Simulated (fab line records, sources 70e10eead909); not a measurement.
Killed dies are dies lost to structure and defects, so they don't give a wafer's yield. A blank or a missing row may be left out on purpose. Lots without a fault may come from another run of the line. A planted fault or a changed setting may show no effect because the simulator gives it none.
Which tool did it? | flow nand_harc | 11 lots, 33 wafers sampled, at 3 steps of a route of 1302

WHAT THE GAUGES READ, wafer by wafer
NHARC_P_ZERO_WELL_CD_MEAS_37: target cd 720 nm.
lot  | measured    | on        | cd_nm (nm)
L597 | day 2 10:14 | cd_sem-02 | 723.1 720.2 720.0
L599 | day 3 06:10 | cd_sem-01 | 718.3 719.5 720.1
L601 | day 4 02:02 | cd_sem-01 | 720.5 719.6 721.9
L602 | day 4 12:01 | cd_sem-03 | 720.9 720.0 718.7
L603 | day 4 22:07 | cd_sem-03 | 719.6 719.9 720.9
L607 | day 6 14:00 | cd_sem-01 | 719.0 718.7 719.3
L608 | day 7 03:19 | cd_sem-02 | 718.9 719.9 721.8
L610 | day 7 20:13 | cd_sem-02 | 718.5 716.9 716.5
L611 | day 8 05:55 | cd_sem-01 | - - -
L613 | day 9 02:01 | cd_sem-01 | 721.5 719.2 720.9
L614 | day 9 12:06 | cd_sem-02 | 721.8 723.5 717.0

WHICH TOOL RAN EACH LOT (tool, then ch and the chambers of the sampled wafers, then the start)
lot  | NHARC_P_ZERO_WELL_DESCUM_26       | NHARC_P_ZERO_WELL_EXPOSE_34
L597 | rie_diel-13 ch 2,3, day 2 08:45   | krf_scanner-04 ch 0, day 2 10:05
L599 | rie_diel-04 ch 1,2,3, day 3 04:42 | krf_scanner-01 ch 0, day 3 06:01
L601 | rie_diel-04 ch 1,2,3, day 4 00:41 | krf_scanner-02 ch 0, day 4 01:52
L602 | rie_diel-13 ch 1,2, day 4 10:40   | krf_scanner-02 ch 0, day 4 11:52
L603 | rie_diel-02 ch 1,3, day 4 20:46   | krf_scanner-02 ch 0, day 4 21:58
L607 | rie_diel-04 ch 1,2,3, day 6 12:37 | krf_scanner-01 ch 0, day 6 13:50
L608 | rie_diel-04 ch 0,1, day 7 01:55   | krf_scanner-01 ch 0, day 7 03:10
L610 | rie_diel-02 ch 0,1,3, day 7 18:44 | krf_scanner-01 ch 0, day 7 20:04
L611 | rie_diel-02 ch 0,1,3, day 8 04:35 | krf_scanner-01 ch 0, day 8 05:46
L613 | rie_diel-13 ch 0,1,2, day 9 00:40 | krf_scanner-02 ch 0, day 9 01:51
L614 | rie_diel-13 ch 1,2,3, day 9 10:44 | krf_scanner-02 ch 0, day 9 11:56
- NHARC_P_ZERO_WELL_DESCUM_26: chemistry O2, time 3 s.
- NHARC_P_ZERO_WELL_EXPOSE_34: exposes mask P PWELL, target cd 720 nm.

THE ANSWER, worked out from the rows above alone
Rule: what is usual is taken from the lots themselves. Put in order of their means at a reading, lots are off if they are a third of the lots or fewer, leave a main group of 4 or more, and stand apart from it by a gap of 3 or more times the standard deviation of the main group's means; of several such gaps the widest counts. A main group whose means are all the same, to the digits that the tables above print for the reading, isn't used. A lot without any number at a reading at which 4 lots or more have one is off too. The other lots that the step has rows for count as sound.
Off: L611, at NHARC_P_ZERO_WELL_CD_MEAS_37 (cd_nm). Without a number there: L611. The main group: mean 719.9 nm, standard deviation 1.1.
A tool fits if, at a process step before that reading, it ran every lot that is off, and no sound lot after the first of them. The gauges at NHARC_P_ZERO_WELL_CD_MEAS_37 are tried like those tools. Can't be told from this: 2 tools fit, rie_diel-02 at NHARC_P_ZERO_WELL_DESCUM_26, krf_scanner-01 at NHARC_P_ZERO_WELL_EXPOSE_34.

WHAT THE SIMULATOR HAD PUT IN
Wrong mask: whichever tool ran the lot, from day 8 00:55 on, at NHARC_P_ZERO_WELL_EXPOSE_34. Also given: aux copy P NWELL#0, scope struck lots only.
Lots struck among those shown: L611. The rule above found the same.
